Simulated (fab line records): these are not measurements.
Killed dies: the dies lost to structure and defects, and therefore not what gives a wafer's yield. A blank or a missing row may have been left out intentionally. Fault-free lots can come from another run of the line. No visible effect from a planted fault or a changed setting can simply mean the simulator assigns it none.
Chamber matching ; flow nand_harc ; NHARC_A_M1_PRE_CLEAN_32 on pecvd-04 has 3 sister chambers
The step time 12 s. 20 wafers are shown with their chamber, then 10 later ones without.

== WAFERS PAIRED WITH THEIR CHAMBERS ==
wafer;chamber;heater_power_w (W);susceptor_temp_C (C)
L075.2;2;621;370.06
L075.4;0;661;370.38
L075.5;1;783;369.96
L083.1;0;580;369.66
L083.2;2;625;370.20
L083.3;1;811;369.81
L082.2;2;618;370.66
L082.3;1;669;369.88
L082.5;1;679;369.92
L081.2;1;681;369.91
L081.3;2;623;369.87
L081.5;2;630;369.91
L085.1;2;630;370.02
L085.2;1;794;370.07
L085.6;2;637;369.98
L084.1;1;705;369.63
L084.2;0;617;369.80
L084.3;2;562;370.03
L087.3;2;608;369.93
L087.4;2;611;369.67

SIGNATURES (averages over the wafers above)
reading;chamber 0;chamber 1;chamber 2;scatter within a chamber
heater_power_w;619.33;731.71;616.50;42.1
susceptor_temp_C;369.9467;369.8829;370.0330;0.244
Rule: a wafer lies at a distance from a chamber equal to the root of the sum of squares, over the readings, of (its reading less the chamber's mean, divided by the reading's scatter). The wafer belongs to the nearest chamber; if the next one is less than 2 further off, it can't be placed. The scatter: the root of (the sum of the squares of (reading less its chamber's mean) over the shown wafers, divided by (wafers less chambers)).

== WAFERS WHOSE CHAMBER IS MISSING ==
wafer;heater_power_w (W);susceptor_temp_C (C)
L087.5;783;370.08
L090.2;614;369.81
L090.3;781;370.00
L090.4;614;369.79
L092.1;662;370.29
L092.3;688;370.00
L092.5;607;369.98
L095.2;594;370.20
L095.4;576;370.08
L095.5;725;370.03

== WHICH CHAMBER EACH WENT THROUGH ==
wafer;from the rows above;in truth
L087.5;1;1
L090.2;can't be placed: 0 or 2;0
L090.3;1;1
L090.4;can't be placed: 0 or 2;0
L092.1;can't be placed: 2 or 0 or 1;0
L092.3;can't be placed: 1 or 0 or 2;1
L092.5;can't be placed: 2 or 0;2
L095.2;can't be placed: 2 or 0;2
L095.4;can't be placed: 2 or 0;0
L095.5;can't be placed: 1 or 0 or 2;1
Correctly placed: 2 of 10. Can't be placed from these rows: 8 (the true chamber is among the candidates in 8). Wrongly placed: 0.
